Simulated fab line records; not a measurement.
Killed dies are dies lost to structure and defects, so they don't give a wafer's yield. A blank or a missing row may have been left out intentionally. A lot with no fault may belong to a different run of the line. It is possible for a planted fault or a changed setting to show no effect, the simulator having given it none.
The tool behind it: which one? / flow n5 finfet / 32 wafers from 11 lots sampled at 5 of the route's 1938 steps

== WHAT THE GAUGES SHOWED, per wafer ==
The record lacks any reading of a measuring or inspecting step that a usual standard deviation could be used to judge.

== EACH LOT AND THE TOOL THAT RAN IT (in order: tool; ch and the chambers of the sampled wafers; start) ==
lot=L898; N5_MIM_TOP_ALD_00=ald hk-01 ch 1,3, day 11 06:18; N5_MIM_TOP_ALD_01=ald hk-01 ch 1,3, day 11 11:48 or earlier; N5_PASSIVATION_PASS_ETCH_74=rie diel-05 ch 1,2,3, day 11 11:48; N5_PASSIVATION_PECVD_35=pecvd-02 ch 1,2, day 11 14:44; N5_PASSIVATION_PROBE_49=-
lot=L899; N5_MIM_TOP_ALD_00=ald hk-01 ch 1,2,3, day 11 11:34; N5_MIM_TOP_ALD_01=ald hk-01 ch 1,2,3, day 11 20:04 or earlier; N5_PASSIVATION_PASS_ETCH_74=rie diel-03 ch 1,2,3, day 11 20:04; N5_PASSIVATION_PECVD_35=pecvd-02 ch 1,2, day 11 23:20; N5_PASSIVATION_PROBE_49=-
lot=L901; N5_MIM_TOP_ALD_00=ald hk-01 ch 0,1,2, day 12 08:52; N5_MIM_TOP_ALD_01=ald hk-01 ch 0,1,2, day 12 17:04 or earlier; N5_PASSIVATION_PASS_ETCH_74=rie diel-03 ch 0,1,3, day 12 17:04; N5_PASSIVATION_PECVD_35=pecvd-02 ch 1,2, day 12 20:24; N5_PASSIVATION_PROBE_49=prober-01, day 13 00:48
lot=L905; N5_MIM_TOP_ALD_00=ald hk-01 ch 1,2, day 12 23:53; N5_MIM_TOP_ALD_01=ald hk-01 ch 1,2, day 13 06:55 or earlier; N5_PASSIVATION_PASS_ETCH_74=rie diel-04 ch 2, day 13 06:55; N5_PASSIVATION_PECVD_35=pecvd-02 ch 0, day 13 10:16; N5_PASSIVATION_PROBE_49=prober-02, day 13 13:56
lot=L906; N5_MIM_TOP_ALD_00=ald hk-03 ch 0,2,3, day 13 09:23; N5_MIM_TOP_ALD_01=ald hk-03 ch 0,2,3, day 13 13:20 or earlier; N5_PASSIVATION_PASS_ETCH_74=rie diel-05 ch 1,2,3, day 13 13:20; N5_PASSIVATION_PECVD_35=pecvd-02 ch 1,2, day 13 16:18; N5_PASSIVATION_PROBE_49=prober-02, day 13 19:54
lot=L914; N5_MIM_TOP_ALD_00=ald hk-01 ch 0,3, day 15 19:30; N5_MIM_TOP_ALD_01=ald hk-01 ch 0,3, day 16 01:13 or earlier; N5_PASSIVATION_PASS_ETCH_74=rie diel-03 ch 0,1, day 16 01:13; N5_PASSIVATION_PECVD_35=pecvd-02 ch 0,2, day 16 04:29; N5_PASSIVATION_PROBE_49=-
lot=L915; N5_MIM_TOP_ALD_00=ald hk-03 ch 1,2,3, day 16 06:13; N5_MIM_TOP_ALD_01=ald hk-03 ch 1,2,3, day 16 10:59 or earlier; N5_PASSIVATION_PASS_ETCH_74=rie diel-04 ch 1,3, day 16 10:59; N5_PASSIVATION_PECVD_35=pecvd-04 ch 0,2, day 16 13:35; N5_PASSIVATION_PROBE_49=-
lot=L917; N5_MIM_TOP_ALD_00=ald hk-01 ch 0,1,3, day 16 09:46; N5_MIM_TOP_ALD_01=ald hk-01 ch 0,1,3, day 16 14:26 or earlier; N5_PASSIVATION_PASS_ETCH_74=rie diel-03 ch 1,2,3, day 16 14:26; N5_PASSIVATION_PECVD_35=pecvd-04 ch 0,1, day 16 17:14; N5_PASSIVATION_PROBE_49=-
lot=L916; N5_MIM_TOP_ALD_00=ald hk-03 ch 1,2, day 16 18:41; N5_MIM_TOP_ALD_01=ald hk-03 ch 1,2, day 17 00:17 or earlier; N5_PASSIVATION_PASS_ETCH_74=rie diel-05 ch 0,1,2, day 17 00:17; N5_PASSIVATION_PECVD_35=pecvd-02 ch 0,1, day 17 05:00; N5_PASSIVATION_PROBE_49=-
lot=L919; N5_MIM_TOP_ALD_00=ald hk-01 ch 0,2,3, day 16 21:19; N5_MIM_TOP_ALD_01=ald hk-01 ch 0,2,3, day 17 02:43 or earlier; N5_PASSIVATION_PASS_ETCH_74=rie diel-04 ch 0,2,3, day 17 02:43; N5_PASSIVATION_PECVD_35=pecvd-02 ch 0,1, day 17 05:41; N5_PASSIVATION_PROBE_49=-
lot=L920; N5_MIM_TOP_ALD_00=ald hk-03 ch 0,1,3, day 17 07:51; N5_MIM_TOP_ALD_01=ald hk-03 ch 0,1,3, day 17 13:08 or earlier; N5_PASSIVATION_PASS_ETCH_74=rie diel-04 ch 0,1,3, day 17 13:08; N5_PASSIVATION_PECVD_35=pecvd-02 ch 1,2, day 17 16:17; N5_PASSIVATION_PROBE_49=-
- N5_MIM_TOP_ALD_00: deposits Al2O3, purge time 3 s, co reactant pulse time 3 s.
- N5_MIM_TOP_ALD_01: deposits HfO2, target thk 5.6 nm, pulse time 1 s, purge time 3 s.
- N5_PASSIVATION_PASS_ETCH_74: etches SiNx in CF4/O2, target depth 220 nm, time 110 s.
- N5_PASSIVATION_PECVD_35: deposits SiNx from SiH4/NH3/N2, target thk 700 nm, time 151.3 s.
- N5_PASSIVATION_PROBE_49

== AS READ BY THE TOOLS THEMSELVES (means over the sampled wafers that have a number; for cases with no such wafer, the mark the record gives instead) ==
N5_MIM_TOP_ALD_00. Usual: 1.000 for precursor pulse height rel, sd 0.018.
lot=L898; tool=ald hk-01; precursor pulse height rel=1.001; flag=
lot=L899; tool=ald hk-01; precursor pulse height rel=1.014; flag=
lot=L901; tool=ald hk-01; precursor pulse height rel=1.013; flag=
lot=L905; tool=ald hk-01; precursor pulse height rel=0.980; flag=
lot=L906; tool=ald hk-03; precursor pulse height rel=1.010; flag=
lot=L914; tool=ald hk-01; precursor pulse height rel=1.016; flag=
lot=L915; tool=ald hk-03; precursor pulse height rel=0.999; flag=
lot=L917; tool=ald hk-01; precursor pulse height rel=1.000; flag=
lot=L916; tool=ald hk-03; precursor pulse height rel=0.996; flag=
lot=L919; tool=ald hk-01; precursor pulse height rel=1.025; flag=
lot=L920; tool=ald hk-03; precursor pulse height rel=0.986; flag=

N5_MIM_TOP_ALD_01. Usual: 1.000 for precursor pulse height rel, sd 0.02.
lot=L898; tool=ald hk-01; precursor pulse height rel=1.012; flag=
lot=L899; tool=ald hk-01; precursor pulse height rel=0.981; flag=
lot=L901; tool=ald hk-01; precursor pulse height rel=0.997; flag=
lot=L905; tool=ald hk-01; precursor pulse height rel=0.998; flag=
lot=L906; tool=ald hk-03; precursor pulse height rel=0.988; flag=
lot=L914; tool=ald hk-01; precursor pulse height rel=0.996; flag=
lot=L915; tool=ald hk-03; precursor pulse height rel=0.985; flag=
lot=L917; tool=ald hk-01; precursor pulse height rel=1.013; flag=
lot=L916; tool=ald hk-03; precursor pulse height rel=0.986; flag=
lot=L919; tool=ald hk-01; precursor pulse height rel=1.017; flag=
lot=L920; tool=ald hk-03; precursor pulse height rel=1.000; flag=

N5_PASSIVATION_PASS_ETCH_74. Usual: drypump motor current A 5.85 A, standard deviation 0.24; oes product au 0.79 a.u., standard deviation 0.087; rf vpp V 239 V, standard deviation 4.6; showerhead plenum p Torr 2.21 Torr, standard deviation 0.087; throttle valve pct 16.05 %, standard deviation 0.26.
lot=L898; tool=rie diel-05; drypump motor current A (A)=5.82; oes product au (a.u.)=0.84; rf vpp V (V)=235; showerhead plenum p Torr (Torr)=2.21; throttle valve pct (%)=16.00; flag=
lot=L899; tool=rie diel-03; drypump motor current A (A)=5.71; oes product au (a.u.)=0.80; rf vpp V (V)=243; showerhead plenum p Torr (Torr)=2.24; throttle valve pct (%)=16.02; flag=
lot=L901; tool=rie diel-03; drypump motor current A (A)=5.87; oes product au (a.u.)=0.78; rf vpp V (V)=244; showerhead plenum p Torr (Torr)=2.21; throttle valve pct (%)=16.06; flag=
lot=L905; tool=rie diel-04; drypump motor current A (A)=5.59; oes product au (a.u.)=0.84; rf vpp V (V)=238; showerhead plenum p Torr (Torr)=2.34; throttle valve pct (%)=15.71; flag=
lot=L906; tool=rie diel-05; drypump motor current A (A)=5.83; oes product au (a.u.)=0.83; rf vpp V (V)=236; showerhead plenum p Torr (Torr)=2.20; throttle valve pct (%)=16.01; flag=
lot=L914; tool=rie diel-03; drypump motor current A (A)=6.06; oes product au (a.u.)=0.69; rf vpp V (V)=244; showerhead plenum p Torr (Torr)=2.15; throttle valve pct (%)=16.32; flag=
lot=L915; tool=rie diel-04; drypump motor current A (A)=6.07; oes product au (a.u.)=0.75; rf vpp V (V)=238; showerhead plenum p Torr (Torr)=2.15; throttle valve pct (%)=16.02; flag=
lot=L917; tool=rie diel-03; drypump motor current A (A)=5.68; oes product au (a.u.)=0.76; rf vpp V (V)=243; showerhead plenum p Torr (Torr)=2.23; throttle valve pct (%)=16.08; flag=
lot=L916; tool=rie diel-05; drypump motor current A (A)=5.76; oes product au (a.u.)=0.85; rf vpp V (V)=235; showerhead plenum p Torr (Torr)=2.21; throttle valve pct (%)=15.99; flag=
lot=L919; tool=rie diel-04; drypump motor current A (A)=5.79; oes product au (a.u.)=0.74; rf vpp V (V)=239; showerhead plenum p Torr (Torr)=2.20; throttle valve pct (%)=16.13; flag=
lot=L920; tool=rie diel-04; drypump motor current A (A)=5.91; oes product au (a.u.)=0.72; rf vpp V (V)=238; showerhead plenum p Torr (Torr)=2.13; throttle valve pct (%)=16.15; flag=

N5_PASSIVATION_PECVD_35. Usual: chamber pressure Torr 4.899 Torr, standard deviation 0.011; heater power w 394 W, standard deviation 79; run length s 195.4 s, standard deviation 0.67; showerhead plenum p Torr 8.661 Torr, standard deviation 0.029; throttle valve pct 29.8 %, standard deviation 1.8.
lot=L898; tool=pecvd-02; chamber pressure Torr (Torr)=4.891; heater power w (W)=360; run length s (s)=195.4; showerhead plenum p Torr (Torr)=8.663; throttle valve pct (%)=29.0; flag=
lot=L899; tool=pecvd-02; chamber pressure Torr (Torr)=4.895; heater power w (W)=443; run length s (s)=195.0; showerhead plenum p Torr (Torr)=8.688; throttle valve pct (%)=29.7; flag=
lot=L901; tool=pecvd-02; chamber pressure Torr (Torr)=4.893; heater power w (W)=386; run length s (s)=198.0; showerhead plenum p Torr (Torr)=8.654; throttle valve pct (%)=29.2; flag=OFF
lot=L905; tool=pecvd-02; chamber pressure Torr (Torr)=4.902; heater power w (W)=381; run length s (s)=198.7; showerhead plenum p Torr (Torr)=8.662; throttle valve pct (%)=30.4; flag=OFF
lot=L906; tool=pecvd-02; chamber pressure Torr (Torr)=4.905; heater power w (W)=345; run length s (s)=197.7; showerhead plenum p Torr (Torr)=8.665; throttle valve pct (%)=29.0; flag=OFF
lot=L914; tool=pecvd-02; chamber pressure Torr (Torr)=4.899; heater power w (W)=336; run length s (s)=196.0; showerhead plenum p Torr (Torr)=8.641; throttle valve pct (%)=29.5; flag=
lot=L915; tool=pecvd-04; chamber pressure Torr (Torr)=4.905; heater power w (W)=372; run length s (s)=195.7; showerhead plenum p Torr (Torr)=8.656; throttle valve pct (%)=28.5; flag=
lot=L917; tool=pecvd-04; chamber pressure Torr (Torr)=4.890; heater power w (W)=386; run length s (s)=195.0; showerhead plenum p Torr (Torr)=8.654; throttle valve pct (%)=32.2; flag=
lot=L916; tool=pecvd-02; chamber pressure Torr (Torr)=4.898; heater power w (W)=455; run length s (s)=195.0; showerhead plenum p Torr (Torr)=8.689; throttle valve pct (%)=30.4; flag=
lot=L919; tool=pecvd-02; chamber pressure Torr (Torr)=4.910; heater power w (W)=452; run length s (s)=195.3; showerhead plenum p Torr (Torr)=8.691; throttle valve pct (%)=30.2; flag=
lot=L920; tool=pecvd-02; chamber pressure Torr (Torr)=4.890; heater power w (W)=348; run length s (s)=195.9; showerhead plenum p Torr (Torr)=8.669; throttle valve pct (%)=29.4; flag=

N5_PASSIVATION_PROBE_49. Usual: defect limited yield 91.0 %, standard deviation 1.5; killed_at_M0_to_M3 34, standard deviation 11; killed_at_M4_up 14, standard deviation 5.3; killed at contacts 13, standard deviation 7; killed at front end 41, standard deviation 13; killed at other 4, standard deviation 3.1; killed dies 106, standard deviation 17; killed open 70, standard deviation 12; killed short 35, standard deviation 8; sort_bin_5_function 5.2 %, standard deviation 0.98; sort_bin_6_memory 3.4 %, standard deviation 0.69; sort n pass 1074, standard deviation 17; sort yield pct 91.0 %, standard deviation 1.5.
lot=L901; tool=prober-01; defect limited yield (%)=91.8; killed_at_M0_to_M3=32; killed_at_M4_up=25; killed at contacts=7; killed at front end=24; killed at other=9; killed dies=97; killed open=54; killed short=34; sort_bin_5_function (%)=4.8; sort_bin_6_memory (%)=3.1; sort n pass=1083; sort yield pct (%)=91.8; flag=
lot=L905; tool=prober-02; defect limited yield (%)=89.8; killed_at_M0_to_M3=48; killed_at_M4_up=7; killed at contacts=8; killed at front end=49; killed at other=8; killed dies=120; killed open=76; killed short=40; sort_bin_5_function (%)=6.3; sort_bin_6_memory (%)=3.6; sort n pass=1060; sort yield pct (%)=89.8; flag=
lot=L906; tool=prober-02; defect limited yield (%)=92.3; killed_at_M0_to_M3=30; killed_at_M4_up=14; killed at contacts=12; killed at front end=31; killed at other=4; killed dies=91; killed open=58; killed short=24; sort_bin_5_function (%)=4.0; sort_bin_6_memory (%)=3.1; sort n pass=1089; sort yield pct (%)=92.3; flag=

== THE ANSWER, worked out from the rows above alone ==
Rule: a lot is off if the mean of its wafers that have a number lies more than 3 standard deviations from the usual mean. A lot without any number at a reading at which 4 lots or more have one is off too. Any other lot the step has rows for is counted as sound. After the gauges, taken in route order, come the tools' own readings; for these a lot's mean is taken, as printed above. At the first step where some lot is off, the reading lying furthest off is the one used; lots without a number count as furthest.
Off, at N5_PASSIVATION_PECVD_35 on run length s: L901, L905, L906.
A tool fits if, at that step or a process step before it, it ran every lot that is off, and no sound lot after the first of them. N5_MIM_TOP_ALD_01 gives no start for some lots, so the hours and the order of its lots are those of N5_PASSIVATION_PASS_ETCH_74. None of those tried fits.

== WHAT THE SIMULATOR PUT IN ==
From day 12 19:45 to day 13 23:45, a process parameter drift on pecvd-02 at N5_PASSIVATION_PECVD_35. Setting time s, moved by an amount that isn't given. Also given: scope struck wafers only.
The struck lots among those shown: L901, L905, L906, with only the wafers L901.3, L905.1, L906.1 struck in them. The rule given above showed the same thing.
